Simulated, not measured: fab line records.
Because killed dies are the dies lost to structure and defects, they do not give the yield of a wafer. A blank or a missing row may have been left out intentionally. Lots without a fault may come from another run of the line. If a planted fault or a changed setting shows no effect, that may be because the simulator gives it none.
fab line records -- flow nand-harc
record: lots: 6, wafers: 18, last-day: 34
route steps=1302 shown P_CONTACT@218
lots with no fault: from the same line, run without faults
start-h: hours from the record's first day to the start of the lot's first wafer shown -- wait-h: hours from the lot's prior step to this one -- " unchanged from the row above -- L1.1+2: one row covering several wafers at once -- - no value, or no start given -- * or withheld: withheld -- < > ~ a bound
route shown NAME@n: names a module that has steps shown in the file, with the first one's number in the route -- usual: mean/standard deviation taken from wafers without a fault -- same: alike in all rows -- chamber/n: place in a boat -- sites: each site's reading -- _std_site: standard deviation of those values -- _edge_site: outer sites' mean less inner sites' -- radius-mm: how far each site lies from the wafer's centre -- mask NAME#n: copy n -- behind: the tool/chamber that last shaped the wafer -- hold: what put the lot on hold/how long, in hours/how the hold closed -- device: transistor that didn't switch, given as n, p or np -- end of line: tests run on the same wafers once the route is complete -- for a step that has no rows: nothing shown but its recipe -- killed: dies that structure and defects cost at the first sort, which is not the same as the wafer's yield -- map: a wafer's dies, marking killed ones x, the rest . and places with no die _
set.NAME: the setting as run; set.NAME@STEP: as run at that earlier step -- model.NAME: the simulator's own value behind a step, which no gauge read
lots at selected steps of the route; one table per step, one row per wafer
services: from which hour (start-h, from the record's first day; less than 0 if before it) a tool's chamber was out of use, for how many hours, and why
== steps ==
step: NHARC_P_CONTACT_DEP_00
recipe: target-thk-a: 5000, temp-c: 400, pressure-torr: 6.5, rf-w: 900, teos-flow-sccm: 161.4, flow-sccm: 2650, target-thk-nm: 500, gas: O2, material: SiO2
usual: heater-power-w: 550/120, showerhead-vpp-V: 1827/80, susceptor-temp-C: 400.02/0.23, throttle-valve-pct: 15.7/0.52
lot.wafer,tool,chamber,start-h,wait-h,heater-power-w,showerhead-vpp-V,susceptor-temp-C,throttle-valve-pct
L307.2,pecvd-02,2,-,-,531,1874,400.15,16.3
L307.3,pecvd-02,0,-,-,692,1962,400.24,15.9
L307.4,pecvd-02,1,-,-,480,1780,400.09,15.6
L315.1,pecvd-02,2,-,-,410,1874,399.66,16.5
L315.5,pecvd-02,2,-,-,451,1879,399.66,16.5
L315.4,pecvd-02,0,-,-,731,1928,399.57,15.9
L316.3,pecvd-02,2,-,-,494,1909,399.78,16.8
L316.5,pecvd-02,1,-,-,435,1749,400.07,16.1
L316.4,pecvd-02,0,-,-,716,1911,400.02,16.0
L318.3,pecvd-02,1,-,-,444,1782,400.05,15.7
L318.4,pecvd-02,2,-,-,416,1879,400.07,16.5
L318.5,pecvd-02,0,-,-,586,1948,399.63,15.9
L320.3,pecvd-01,1,-,-,585,1690,399.82,15.7
L320.4,pecvd-01,2,-,-,353,1868,400.34,14.7
L320.6,pecvd-01,0,-,-,498,1847,400.22,14.7
L323.3,pecvd-02,2,-,-,444,1900,400.25,16.5
L323.1,pecvd-02,1,-,-,491,1740,399.92,15.9
L323.4,pecvd-02,0,-,-,644,1956,400.24,16.1
step: NHARC_P_CONTACT_CMP_01
recipe: target-thk-nm: 200, material: SiO2
usual: motor-current-A: 11.9/1.2
lot.wafer,tool,chamber,start-h,wait-h,motor-current-A
L307.4,cmp-04,2,187.44,-,10.1
L307.3,cmp-04,3,187.44,-,11.7
L307.2,cmp-04,0,187.44,-,10.7
L315.1,cmp-04,3,267.48,-,11.4
L315.4,cmp-04,0,267.48,-,9.8
L315.5,cmp-04,2,267.48,-,10.2
L316.4,cmp-04,1,279.11,-,12.9
L316.3,cmp-04,0,279.11,-,10.1
L316.5,cmp-04,2,279.11,-,10.6
L318.3,cmp-02,1,295.29,-,12.9
L318.4,cmp-02,3,295.29,-,13.8
L318.5,cmp-02,0,295.29,-,12.8
L320.3,cmp-04,3,325.34,-,10.8
L320.4,cmp-04,1,325.34,-,12.9
L320.6,cmp-04,0,325.34,-,10.1
L323.4,cmp-01,0,355.46,-,11.5
L323.1,cmp-01,1,355.46,-,11.5
L323.3,cmp-01,2,355.46,-,12.8
step: NHARC_P_CONTACT_SRD_03
step: NHARC_P_CONTACT_DEHYDRATE_04
recipe: temp-c: 150, time-s: 120
step: NHARC_P_CONTACT_HMDS_05
recipe: time-s: 30
step: NHARC_P_CONTACT_COAT_33
recipe: temp-c: 260, time-s: 75
step: NHARC_P_CONTACT_COAT_34
recipe: temp-c: 225, time-s: 65
step: NHARC_P_CONTACT_COAT_06
recipe: spin-rpm: 1500, resist-thk-nm: 90
step: NHARC_P_CONTACT_SOFTBAKE_07
recipe: temp-c: 105, time-s: 55
step: NHARC_P_CONTACT_EBR_08
step: NHARC_P_CONTACT_EXPOSE_09
recipe: na: 1.35, target-cd-nm: 90, dose-mj: 81.26, mask-id: P_CA
step: NHARC_P_CONTACT_PEB_10
recipe: peb-temp-c: 100, peb-time-s: 65
usual: chill-plate-temp-C: 23.00/0.091, heater-power-total-W: 156.7/0.41, plate-temp-C: 100.02/0.12
lot.wafer,tool,chamber,start-h,wait-h,chill-plate-temp-C,heater-power-total-W,plate-temp-C
L307.2,litho-track-06,0,188.17,0.1,23.00,156.1,100.07
L307.3,litho-track-06,0,188.17,0.1,23.20,157.1,99.97
L307.4,litho-track-06,0,188.17,0.1,22.93,157.2,100.00
L315.1,litho-track-01,0,268.17,0.1,22.97,154.6,99.20
L315.4,litho-track-01,0,268.17,0.1,22.96,155.7,99.37
L315.5,litho-track-01,0,268.17,0.1,23.10,154.6,99.13
L316.3,litho-track-01,0,279.86,0.0,23.04,155.6,99.37
L316.4,litho-track-01,0,279.86,0.0,22.83,154.8,99.20
L316.5,litho-track-01,0,279.86,0.0,22.93,155.5,99.11
L318.3,litho-track-06,0,296.02,0.0,23.09,156.8,99.94
L318.4,litho-track-06,0,296.02,0.0,22.89,156.7,100.17
L318.5,litho-track-06,0,296.02,0.0,23.22,157.1,100.09
L320.3,litho-track-04,0,329.11,0.0,23.02,156.0,99.96
L320.4,litho-track-04,0,329.11,0.0,23.13,157.0,99.89
L320.6,litho-track-04,0,329.11,0.0,23.15,157.1,100.00
L323.1,litho-track-01,0,356.21,0.1,23.05,157.2,100.20
L323.3,litho-track-01,0,356.21,0.1,23.05,156.9,100.16
L323.4,litho-track-01,0,356.21,0.1,22.94,156.9,100.17
step: NHARC_P_CONTACT_DEVELOP_11
recipe: develop-time-s: 35, dev-temp-c: 23
step: NHARC_P_CONTACT_CD_MEAS_12
recipe: target-cd-nm: 90, landing-energy-ev: 500
usual: cd-nm: 89.7/0.66
lot.wafer,tool,chamber,start-h,wait-h,cd-nm
L307.2,cd-sem-02,0,188.25,-,88.9
L307.3,cd-sem-02,0,188.25,-,90.7
L307.4,cd-sem-02,0,188.25,-,89.7
L315.1,cd-sem-01,0,268.25,-,86.2
L315.4,cd-sem-01,0,268.25,-,86.4
L315.5,cd-sem-01,0,268.25,-,86.4
L316.3,cd-sem-01,0,279.94,-,86.9
L316.4,cd-sem-01,0,279.94,-,87.2
L316.5,cd-sem-01,0,279.94,-,87.4
L318.3,cd-sem-03,0,296.10,-,89.0
L318.4,cd-sem-03,0,296.10,-,89.1
L318.5,cd-sem-03,0,296.10,-,89.6
L320.3,cd-sem-03,0,329.19,-,90.2
L320.4,cd-sem-03,0,329.19,-,89.5
L320.6,cd-sem-03,0,329.19,-,90.3
L323.1,cd-sem-03,0,356.29,-,89.7
L323.3,cd-sem-03,0,356.29,-,90.5
L323.4,cd-sem-03,0,356.29,-,90.3
step: NHARC_P_CONTACT_OVL_MEAS_13
usual: overlay-x-nm: -0.3/0.93, overlay-y-nm: 0.1/0.78
lot.wafer,tool,chamber,start-h,wait-h,overlay-x-nm,overlay-y-nm
L307.2,overlay-01,-,188.34,-,0.4,-1.0
L307.3,overlay-01,-,188.34,-,0.4,-0.3
L307.4,overlay-01,-,188.34,-,0.4,-0.6
L315.1,overlay-01,-,268.34,-,-1.2,-0.7
L315.4,overlay-01,-,268.34,-,-0.7,-0.5
L315.5,overlay-01,-,268.34,-,-0.9,-0.8
L316.3,overlay-02,-,280.02,-,-0.1,0.0
L316.4,overlay-02,-,280.02,-,-0.1,-0.7
L316.5,overlay-02,-,280.02,-,0.1,0.0
L318.3,overlay-01,-,296.19,-,0.4,-0.7
L318.4,overlay-01,-,296.19,-,0.0,-1.3
L318.5,overlay-01,-,296.19,-,0.9,-0.7
L320.3,overlay-02,-,329.28,-,0.6,1.2
L320.4,overlay-02,-,329.28,-,0.5,1.6
L320.6,overlay-02,-,329.28,-,0.3,1.8
L323.1,overlay-01,-,356.38,-,-0.1,0.4
L323.3,overlay-01,-,356.38,-,0.0,0.7
L323.4,overlay-01,-,356.38,-,0.0,0.7
step: NHARC_P_CONTACT_INSPECT_14
usual: raw-defect-count: 3.9/2.4
lot.wafer,tool,chamber,start-h,wait-h,raw-defect-count
L307.2,defect-inspect-02,-,188.37,0.0,3
L307.3,defect-inspect-02,-,188.37,0.0,4
L307.4,defect-inspect-02,-,188.37,0.0,4
L315.1,defect-inspect-01,-,268.38,0.0,3
L315.4,defect-inspect-01,-,268.38,0.0,2
L315.5,defect-inspect-01,-,268.38,0.0,2
L316.3,defect-inspect-02,-,280.06,0.0,5
L316.4,defect-inspect-02,-,280.06,0.0,4
L316.5,defect-inspect-02,-,280.06,0.0,5
L318.3,defect-inspect-02,-,296.22,0.0,3
L318.4,defect-inspect-02,-,296.22,0.0,1
L318.5,defect-inspect-02,-,296.22,0.0,2
L320.3,defect-inspect-02,-,329.31,0.0,4
L320.4,defect-inspect-02,-,329.31,0.0,2
L320.6,defect-inspect-02,-,329.31,0.0,6
L323.1,defect-inspect-01,-,356.41,0.0,4
L323.3,defect-inspect-01,-,356.41,0.0,5
L323.4,defect-inspect-01,-,356.41,0.0,4
step: NHARC_P_CONTACT_DESCUM_17
recipe: time-s: 3, o2-flow-sccm: 200, ar-flow-sccm: 0, bias-power-w: 0, chemistry: O2
usual: drypump-motor-current-A: 5.5/0.46, oes-product-au: 1.000/0.012, rf-vpp-V: 57.8/0.86, showerhead-plenum-p-Torr: 1.94/0.072, throttle-valve-pct: 11.310/0.01
lot.wafer,tool,chamber,start-h,wait-h,drypump-motor-current-A,oes-product-au,rf-hours-counter-h,rf-vpp-V,showerhead-plenum-p-Torr,throttle-valve-pct,model.P_CONTACT.cd-nm
L307.3,rie-diel-12,2,188.43,0.1,4.9,0.980,4.9,58.5,1.95,11.314,91.04
L307.2,rie-diel-12,3,188.43,0.1,5.1,1.007,5.7,57.9,1.97,11.305,89.15
L307.4,rie-diel-12,0,188.43,0.1,5.3,0.981,5.8,56.3,1.98,11.307,90.42
L315.4,rie-diel-09,2,268.45,0.1,5.3,0.989,2.7,56.8,1.79,11.302,86.24
L315.1,rie-diel-09,3,268.45,0.1,5.8,0.991,3.1,57.5,1.94,11.317,86.9
L315.5,rie-diel-09,0,268.45,0.1,4.9,1.015,-,56.4,1.91,11.292,86.11
L316.3,rie-diel-09,2,280.13,0.1,5.3,0.989,3.1,58.9,1.79,11.306,86.73
L316.4,rie-diel-09,3,280.13,0.1,5.9,1.001,3.6,57.3,1.94,11.310,86.89
L316.5,rie-diel-09,0,280.13,0.1,4.9,1.000,-,55.6,1.91,11.311,87.2
L318.3,rie-diel-09,0,296.31,0.1,4.9,1.013,5.2,56.6,1.91,11.321,89.47
L318.5,rie-diel-09,1,296.31,0.1,5.9,1.014,-,59.2,1.95,11.319,89.75
L318.4,rie-diel-09,3,296.31,0.1,5.9,0.990,-,58.2,1.94,11.304,89.35
L320.3,rie-diel-09,0,329.40,0.1,4.9,1.012,0,58.1,1.91,11.304,90.73
L320.4,rie-diel-09,3,329.40,0.1,5.8,1.004,-,58.3,1.94,11.293,90.26
L320.6,rie-diel-09,0,329.40,0.1,4.8,1.012,-,57.5,1.91,11.284,90.68
L323.4,rie-diel-05,2,356.48,0.1,5.9,0.999,1.5,57.1,2.05,11.304,90.3
L323.1,rie-diel-05,3,356.48,0.1,5.4,1.005,1.3,58.9,2.06,11.324,89.48
L323.3,rie-diel-05,0,356.48,0.1,6.1,1.014,1.5,57.4,1.82,11.312,89.76
step: NHARC_P_CONTACT_ETCH_35
recipe: target-depth-a: 390, over-etch-frac: 0.3, time-s: 65, ion-energy-ev: 80, cf4-flow-sccm: 150, ar-flow-sccm: 0, rf-w: 300, bias-w: 100, chemistry: CF4
usual: drypump-motor-current-A: 5.5/0.45, oes-product-au: 1.000/0.011, rf-vpp-V: 151.6/1.2, showerhead-plenum-p-Torr: 1.79/0.062, throttle-valve-pct: 13.284/0.0086
lot.wafer,tool,chamber,start-h,wait-h,drypump-motor-current-A,oes-product-au,rf-hours-counter-h,rf-vpp-V,showerhead-plenum-p-Torr,throttle-valve-pct
L307.2,rie-diel-12,0,188.53,0.1,5.3,0.982,5.8,151.0,1.82,13.285
L307.4,rie-diel-12,1,188.53,0.1,6.0,1.003,5.1,152.5,1.77,13.283
L307.3,rie-diel-12,2,188.53,0.1,4.9,0.985,4.9,150.4,1.80,13.302
L315.1,rie-diel-09,2,268.53,0.1,5.2,0.988,2.7,151.9,1.66,13.284
L315.4,rie-diel-09,3,268.53,0.1,5.8,0.990,3.1,152.5,1.79,13.284
L315.5,rie-diel-09,1,268.53,0.1,5.9,1.007,-,152.0,1.80,13.275
L316.3,rie-diel-09,0,280.21,0.1,4.9,1.005,4.0,150.6,1.76,13.284
L316.4,rie-diel-09,1,280.21,0.1,5.9,1.012,3.8,153.2,1.80,13.269
L316.5,rie-diel-09,3,280.21,0.1,5.8,0.994,-,152.3,1.79,13.289
L318.3,rie-diel-09,0,296.40,0.1,4.9,1.005,5.2,150.5,1.76,13.293
L318.5,rie-diel-09,1,296.40,0.1,5.8,1.000,-,150.8,1.80,13.297
L318.4,rie-diel-09,3,296.40,0.1,5.8,0.996,-,151.3,1.79,13.276
L320.3,rie-diel-09,0,329.48,0.1,4.9,1.008,0.0,150.1,1.76,13.276
L320.6,rie-diel-09,0,329.48,0.1,4.9,1.003,-,152.7,1.76,13.279
L320.4,rie-diel-09,1,329.48,0.1,5.9,1.019,-,151.4,1.80,13.287
L323.3,rie-diel-05,0,356.56,0.1,6.1,1.005,1.5,150.7,1.69,13.286
L323.4,rie-diel-05,2,356.56,0.1,5.9,0.989,1.5,153.4,1.88,13.283
L323.1,rie-diel-05,3,356.56,0.1,5.4,0.997,1.3,152.2,1.90,13.281
step: NHARC_P_CONTACT_ETCH_36
recipe: target-depth-a: 2600, over-etch-frac: 0.25, time-s: 406.25, ion-energy-ev: 200, n2-flow-sccm: 150, h2-flow-sccm: 150, ar-flow-sccm: 0, rf-w: 400, bias-w: 150, chemistry: N2/H2
usual: drypump-motor-current-A: 5.6/0.46, n2-flow-sccm: 150.0/0.49, oes-product-au: 0.999/0.011, rf-vpp-V: 431.2/2.2, showerhead-plenum-p-Torr: 2.07/0.079, throttle-valve-pct: 14.170/0.0086
lot.wafer,tool,chamber,start-h,wait-h,drypump-motor-current-A,n2-flow-sccm,oes-product-au,rf-hours-counter-h,rf-vpp-V,showerhead-plenum-p-Torr,throttle-valve-pct
L307.3,rie-diel-12,0,-,-,5.3,150.6,0.982,5.9,432.1,2.11,14.176
L307.2,rie-diel-12,1,-,-,6.1,150.3,0.997,5.1,431.4,2.04,14.161
L307.4,rie-diel-12,2,-,-,4.9,150.2,0.982,5.0,431.4,2.08,14.171
L315.4,rie-diel-09,3,-,-,5.8,149.6,0.994,3.2,431.3,2.07,14.170
L315.1,rie-diel-09,2,-,-,5.2,150.0,0.999,2.8,426.9,1.91,14.163
L315.5,rie-diel-09,3,-,-,5.9,149.8,0.998,-,430.5,2.07,14.169
L316.4,rie-diel-09,0,-,-,4.8,149.1,1.003,4.1,429.9,2.03,14.162
L316.3,rie-diel-09,1,-,-,5.8,150.7,0.998,3.9,433.2,2.08,14.179
L316.5,rie-diel-09,3,-,-,5.8,149.9,0.994,-,431.6,2.07,14.175
L318.3,rie-diel-09,0,-,-,4.9,150.4,1.000,5.3,429.3,2.03,14.159
L318.4,rie-diel-09,1,-,-,5.8,150.1,1.006,-,432.2,2.08,14.182
L318.5,rie-diel-09,3,-,-,5.9,150.7,1.006,-,430.6,2.07,14.166
L320.3,rie-diel-09,0,-,-,4.9,149.2,1.013,0.1,430.8,2.03,14.168
L320.4,rie-diel-09,3,-,-,5.9,150.5,0.994,-,430.3,2.07,14.183
L320.6,rie-diel-09,0,-,-,4.9,149.6,1.015,-,431.0,2.03,14.164
L323.3,rie-diel-05,3,-,-,5.4,150.0,0.995,1.4,436.6,2.20,14.172
L323.4,rie-diel-05,1,-,-,6.1,150.0,1.018,1.7,432.3,2.07,14.171
L323.1,rie-diel-05,2,-,-,5.9,150.7,1.002,1.5,434.2,2.19,14.170
step: NHARC_P_CONTACT_ETCH_18
recipe: target-depth-a: 4810, time-s: 240.5, c4f8-flow-sccm: 20, o2-flow-sccm: 10, ar-flow-sccm: withheld, rf-w: 600, bias-w: 1500, chemistry: C4F8/O2/Ar
usual: oes-product-au: 0.957/0.019, rf-vpp-V: 980/5
lot.wafer,tool,chamber,start-h,wait-h,oes-product-au,rf-hours-counter-h,rf-vpp-V
L307.4,rie-diel-12,3,-,-,0.966,6.0,981
L307.3,rie-diel-12,0,-,-,0.964,6.1,983
L307.2,rie-diel-12,1,-,-,0.974,5.2,980
L315.4,rie-diel-09,1,-,-,0.970,3.5,980
L315.1,rie-diel-09,3,-,-,0.971,3.4,981
L315.5,rie-diel-09,1,-,-,0.966,-,980
L316.4,rie-diel-09,2,-,-,0.911,3.4,970
L316.3,rie-diel-09,3,-,-,0.918,3.9,980
L316.5,rie-diel-09,0,-,-,0.934,-,977
L318.3,rie-diel-09,0,-,-,0.977,5.5,980
L318.5,rie-diel-09,1,-,-,0.977,-,980
L318.4,rie-diel-09,3,-,-,0.955,-,980
L320.3,rie-diel-09,0,-,-,0.969,0.3,979
L320.4,rie-diel-09,3,-,-,0.965,-,980
L320.6,rie-diel-09,0,-,-,0.966,-,978
L323.3,rie-diel-05,0,-,-,0.982,1.8,971
L323.4,rie-diel-05,1,-,-,0.974,1.8,979
L323.1,rie-diel-05,2,-,-,0.962,1.6,988
step: NHARC_P_CONTACT_STRIP_37
recipe: c4f8-flow-sccm: withheld, o2-flow-sccm: 8, ar-flow-sccm: withheld, bias-w: 0, chemistry: C4F8/O2/Ar
step: NHARC_P_CONTACT_ETCH_31
recipe: target-depth-a: 300, time-s: 85.7, ion-energy-ev: 120, over-etch-frac: 1, ch3f-flow-sccm: 50, o2-flow-sccm: 30, ar-flow-sccm: 200, rf-w: 500, bias-w: 100, chemistry: CH3F/O2
usual: drypump-motor-current-A: 5.6/0.46, oes-product-au: 0.973/0.019, rf-vpp-V: 244.8/1.4, showerhead-plenum-p-Torr: 2.49/0.088, throttle-valve-pct: 20.662/0.009
lot.wafer,tool,chamber,start-h,wait-h,drypump-motor-current-A,oes-product-au,rf-hours-counter-h,rf-vpp-V,showerhead-plenum-p-Torr,throttle-valve-pct,model.P_CONTACT.cd-nm
L307.3,rie-diel-12,0,-,-,5.3,0.950,6.1,244.4,2.54,20.648,91.58
L307.4,rie-diel-12,1,-,-,6.0,0.985,5.3,246.0,2.46,20.652,90.82
L307.2,rie-diel-12,2,-,-,4.9,0.960,5.2,243.4,2.50,20.654,87.09
L315.4,rie-diel-09,1,-,-,5.9,0.990,3.6,245.3,2.51,20.655,86.02
L315.1,rie-diel-09,3,-,-,5.8,0.985,3.5,244.8,2.49,20.669,89.15
L315.5,rie-diel-09,0,-,-,4.9,0.995,-,243.5,2.45,20.655,87.35
L316.3,rie-diel-09,2,-,-,5.2,0.932,3.4,242.1,2.31,20.654,86.65
L316.4,rie-diel-09,3,-,-,5.8,0.952,4.0,245.2,2.49,20.666,89.35
L316.5,rie-diel-09,0,-,-,4.8,0.975,-,244.9,2.45,20.646,87.26
L318.3,rie-diel-09,3,-,-,5.8,0.992,5.2,245.7,2.49,20.674,92.11
L318.4,rie-diel-09,1,-,-,5.9,1.005,-,243.7,2.51,20.675,89.48
L318.5,rie-diel-09,0,-,-,4.8,0.989,-,243.7,2.45,20.663,91.15
L320.3,rie-diel-09,0,-,-,4.9,1.000,0.4,243.4,2.45,20.682,91.63
L320.4,rie-diel-09,0,-,-,4.9,0.987,-,244.3,2.45,20.660,91.66
L320.6,rie-diel-09,1,-,-,5.9,0.991,-,246.2,2.51,20.663,91.99
L323.1,rie-diel-05,0,-,-,6.1,1.001,1.9,243.9,2.34,20.661,86.29
L323.3,rie-diel-05,1,-,-,6.2,0.992,1.9,245.0,2.49,20.655,91.02
L323.4,rie-diel-05,2,-,-,5.9,0.971,1.7,247.0,2.62,20.675,93.32
step: NHARC_P_CONTACT_CD_MEAS_19
usual: cd-nm: 90.5/1.6
lot.wafer,tool,chamber,start-h,wait-h,cd-nm
L307.2,cd-sem-02,-,189.31,-,87.5
L307.3,cd-sem-02,-,189.31,-,91.7
L307.4,cd-sem-02,-,189.31,-,90.7
L315.1,cd-sem-03,-,269.31,-,89.3
L315.4,cd-sem-03,-,269.31,-,86.0
L315.5,cd-sem-03,-,269.31,-,87.6
L316.3,cd-sem-03,-,280.99,-,86.8
L316.4,cd-sem-03,-,280.99,-,89.3
L316.5,cd-sem-03,-,280.99,-,87.3
L318.3,cd-sem-01,-,297.30,-,92.3
L318.4,cd-sem-01,-,297.30,-,89.3
L318.5,cd-sem-01,-,297.30,-,91.4
L320.3,cd-sem-01,-,330.40,-,91.2
L320.4,cd-sem-01,-,330.40,-,92.2
L320.6,cd-sem-01,-,330.40,-,92.1
L323.1,cd-sem-01,-,357.34,-,86.1
L323.3,cd-sem-01,-,357.34,-,91.2
L323.4,cd-sem-01,-,357.34,-,93.1
== services ==
tool,chamber,start-h,hours,kind
rie-diel-12,-,169.54,0.1,repair
rie-diel-09,2,170.64,4.4,repair
rie-diel-05,1,171.65,10.0,repair
litho-track-06,-,179.01,7.0,pm
rie-diel-05,3,182.95,2.4,repair
rie-diel-05,1,191.18,6.6,repair
cmp-04,-,208.19,1.5,repair
pecvd-02,-,227.00,13.0,pm
rie-diel-05,-,229.60,9.0,pm
cmp-04,-,247.24,3.5,repair
cmp-04,-,254.61,2.1,repair
rie-diel-05,-,260.30,59.0,repair
rie-diel-12,3,263.90,6.3,repair
rie-diel-12,-,268.40,9.0,pm
cmp-04,-,274.44,0.9,repair
rie-diel-09,2,286.71,44.4,repair
pecvd-02,0,301.66,4.5,repair
cmp-04,-,307.66,4.0,pm
rie-diel-09,-,320.10,9.0,pm
cmp-04,-,323.80,0.8,repair
litho-track-01,-,330.00,7.0,pm
rie-diel-12,2,331.56,6.1,repair
cmp-04,-,334.05,4.2,repair
cmp-04,-,347.09,0.7,repair
== key ==
first-sign: step: NHARC_P_CONTACT_PEB_10, reading: plate-temp-C, direction: down, sigmas: 6.4, usual: *, struck: *
effect: step: NHARC_P_CONTACT_PEB_10, reading: heater-power-total-W, direction: down, sigmas: 3.8, usual: *, struck: *
effect: step: NHARC_P_CONTACT_CD_MEAS_12, reading: cd-nm, direction: down, sigmas: 4.5, usual: 89.7, struck: 86.8
effect: step: NHARC_P_CONTACT_CD_MEAS_19, reading: cd-nm, direction: down, sigmas: 1.7, usual: 90.5, struck: 87.7
model-effect: step: NHARC_P_CONTACT_DESCUM_17, value: P_CONTACT.cd-nm, without: 89.23, struck: 86.68
model-effect: step: NHARC_P_CONTACT_ETCH_31, value: P_CONTACT.cd-nm, without: 90.18, struck: 87.63
met-at NHARC_P_CONTACT_PEB_10
struck-wafers L315.1,L315.4,L315.5,L316.3,L316.4,L316.5
tester-left-out L315,L316
fault: kind: process-parameter-drift, tool: litho-track-01, chamber: -, onset-h: 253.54, steps: NHARC_P_CONTACT_PEB_10, channel: peb-temp-c, offset: *, shape: step, end-h: 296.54, acts-in: *, stated: *
tester-left-out: of these lots the tester's yield and bins aren't shown, on N5 and GAA mostly nor the transistor test; their killed dies are dies lost to structure and defects alone, not to doping, threshold or leakage, so they don't give the yield
